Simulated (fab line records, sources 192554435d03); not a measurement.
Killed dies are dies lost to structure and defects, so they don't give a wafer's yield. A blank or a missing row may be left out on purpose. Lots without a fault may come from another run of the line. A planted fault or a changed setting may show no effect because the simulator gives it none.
A struck lot beside a sound one | flow n5_finfet | 39 steps out of a route of 1938
Sound: wafers L944.1, L944.2, L944.5. Struck: wafer L957.2. (L957.4, L957.5 of the same lot were not struck and are left out.) The cause comes at the end.
At each step with rows: each side's tool, then ch and its chambers, then its first start. Under that, the readings that differ: sound wafers | struck wafers | difference of the means | sigmas: that difference in standard deviations of wafers without a fault.
alike: readings whose means differ by less than 2 such deviations, and words and numbers that are the same on both sides. not compared: withheld readings, readings that some wafer has no value for, bounds like >300 that may hide the same value, and numbers for which the record gives no deviation and whose values overlap.
The two part at a step that has a row with sigmas, a row that says differs or no value, or rows on one side only. Numbers that don't overlap but have no deviation are shown without sigmas and don't part them. A reading that every wafer of one side lacks parts them only if that side has two wafers or more.

first, 9 steps without rows for these wafers: N5_BEOL_M14_SOFTBAKE_23 (time 60 s); N5_BEOL_M14_EXPOSE_25 (exposes mask M14, target cd 280 nm); N5_BEOL_M14_PEB_26 (peb time 90 s); N5_BEOL_M14_DEVELOP_27 (develop time 45 s); N5_BEOL_M14_HARDBAKE_32 (time 120 s); N5_BEOL_M14_DESCUM_33 (chemistry O2, time 7.9 s); N5_BEOL_M14_ETCH_67 (etches SiARC in CF4, target depth 143 nm, time 238.3 s); N5_BEOL_M14_ETCH_68 (etches SOC in N2/H2, time 450 s); N5_BEOL_M14_STRIP_69 (strips in N2/H2).
N5_BEOL_M14_TRENCH_ETCH_34: etches SiO2 in C4F8/O2/Ar, target depth 556.65 nm, time 126.9 s.
  sound on rie_diel-02 ch 0,1,2, day 13 00:00; struck on rie_diel-02 ch 1, day 16 20:04
  reading                  | sound             | struck | difference | sigmas
  oes_product_au (a.u.)    | 0.79 0.84 0.84    | 1.15   | +0.33      | +4
  throttle_valve_pct (%)   | 30.77 30.63 30.58 | 31.21  | +0.55      | +2
  model.etch.depth_nm (nm) | 581.2 594.2 584.7 | 1000   | +413       |
  alike: bias_w, drypump_motor_current_A, mfc_ar_sccm, oes_o_777_au, rf_vpp_V, showerhead_plenum_p_Torr
  not compared: rf_hours_counter_h
then, 1 step without rows for these wafers: N5_BEOL_M14_STRIP_70 (strips in C4F8/O2/Ar).
N5_BEOL_M14_OCD_MEAS_35:
  sound on ocd-02, day 13 00:10; struck on ocd-01, day 16 20:14
  reading              | sound       | struck | difference | sigmas
  trench_depth_nm (nm) | 581 594 585 | 1000   | +413       | +23
then, 11 steps without rows for these wafers: N5_BEOL_M14_STRIP_37 (strips in O2); N5_BEOL_M14_ETCH_38 (etches SiCN in CF4/N2, target depth 106.5 nm, time 120.6 s); N5_BEOL_M14_PRECLEAN_39 (cleans in residue remover, time 60 s); N5_BEOL_M14_SRD_40 (time 30 s, dry time 30 s); N5_BEOL_M14_DEGAS_41 (time 60 s); N5_BEOL_M14_PRE_CLEAN_42 (time 30 s); N5_BEOL_M14_SPUTTER_43 (material TaN, target thk 15 nm, time 24.19 s); N5_BEOL_M14_SPUTTER_44 (material Ta, target thk 15 nm, time 24.19 s); N5_BEOL_M14_SPUTTER_45 (material Cu, target thk 100 nm, time 16.67 s); N5_BEOL_M14_ECD_47 (material Cu, target thk 1248 nm); N5_BEOL_M14_ANNEAL_48 (time 90 s).
N5_BEOL_M14_CMP_49: polishes, stops on SiO2, t overpolish 5.2 s, target thk 560 nm.
  sound on cmp-03 ch 0,2,3, day 13 02:41; struck on cmp-03 ch 1, day 17 02:42
  reading                                 | sound             | struck | difference | sigmas
  model.Cu_of_BEOL_M14_ECD_47.thk_nm (nm) | 583.2 597.2 588.8 | 1004   | +414       |
  alike: barrier_field_endpoint_s, motor_current_A, overpolish_run_s, retaining_ring_pressure_frac, time_to_endpoint_s
N5_BEOL_M14_THK_MEAS_50: measures by xrf.
  sound on film_metro-02, day 13 02:59; struck on film_metro-02, day 17 02:57
  reading      | sound       | struck | difference | sigmas
  M14_THK (nm) | 560 571 563 | 934    | +369       | +22
then, 2 steps without rows for these wafers: N5_BEOL_M14_PRE_CLEAN_52 (time 15 s); N5_BEOL_M14_DEP_53 (deposits SiCN from 3MS/NH3, target thk 50 nm, time 17.8 s).
N5_BEOL_M14_RS_MEAS_54: measures by four-point-probe.
  sound on film_metro-01, day 13 03:07; struck on film_metro-02, day 17 03:05
  reading         | sound                | struck | difference | sigmas
  M14_RS (ohm/sq) | 0.0318 0.0311 0.0315 | 0.0183 | -0.0132    | -12
then, 9 steps without rows for these wafers: N5_BEOL_M15_ILD_DEP_00 (deposits SiO2 from TEOS/O2, target thk 1629.3 nm, time 346.1 s); N5_BEOL_M15_COAT_58 (time 60 s, resist thk 89 nm); N5_BEOL_M15_COAT_04 (resist thk 800 nm); N5_BEOL_M15_EBR_06; N5_BEOL_M15_SOFTBAKE_05 (time 60 s); N5_BEOL_M15_EXPOSE_07 (exposes mask V14); N5_BEOL_M15_PEB_08 (peb time 90 s); N5_BEOL_M15_DEVELOP_09 (develop time 45 s); N5_BEOL_M15_HARDBAKE_14 (time 120 s).
N5_BEOL_M15_RC_MEAS_101:
  sound on prober-01 ch 0, day 13 08:47; struck on prober-02 ch 0, day 17 15:13
  reading                    | sound                   | struck  | difference | sigmas
  COMB_M11 (S/m)             | 1.1e-11 1e-11 1.2e-11   | 2.2e-11 | +1.1e-11   | +3
  COMB_M9_max_site (S/m)     | 2.9e-11 2.7e-11 2.5e-11 | 1.8e-11 | -9.0e-12   | -2
  SERP_M14 (ohm/um)          | 0.151 0.152 0.155       | 0.087   | -0.066     | -12
  SERP_M14_max_site (ohm/um) | 0.153 0.155 0.156       | 0.088   | -0.067     | -12
  SERP_M5 (ohm/um)           | 45.2 38.7 38.6          | 35.6    | -5.2       | -2
  SERP_M9_max_site (ohm/um)  | 3.02 2.95 3.12          | 3.30    | +0.27      | +2
  alike: COMB_M10, COMB_M12, COMB_M13, COMB_M15, COMB_M5, COMB_M6, COMB_M7, COMB_M8, COMB_M9, SERP_M10, SERP_M11, SERP_M12, SERP_M13, SERP_M6, SERP_M7, SERP_M8, SERP_M9
then, 1 step without rows for these wafers: N5_PASSIVATION_PROBE_49.

WHERE THEY PART
First at N5_BEOL_M14_TRENCH_ETCH_34; last, within this record, at N5_BEOL_M15_RC_MEAS_101.

WHY: what the simulator had put in
Process parameter drift: rie_diel-02, from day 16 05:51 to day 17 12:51, at N5_BEOL_M14_TRENCH_ETCH_34. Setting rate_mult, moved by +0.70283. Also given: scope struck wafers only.
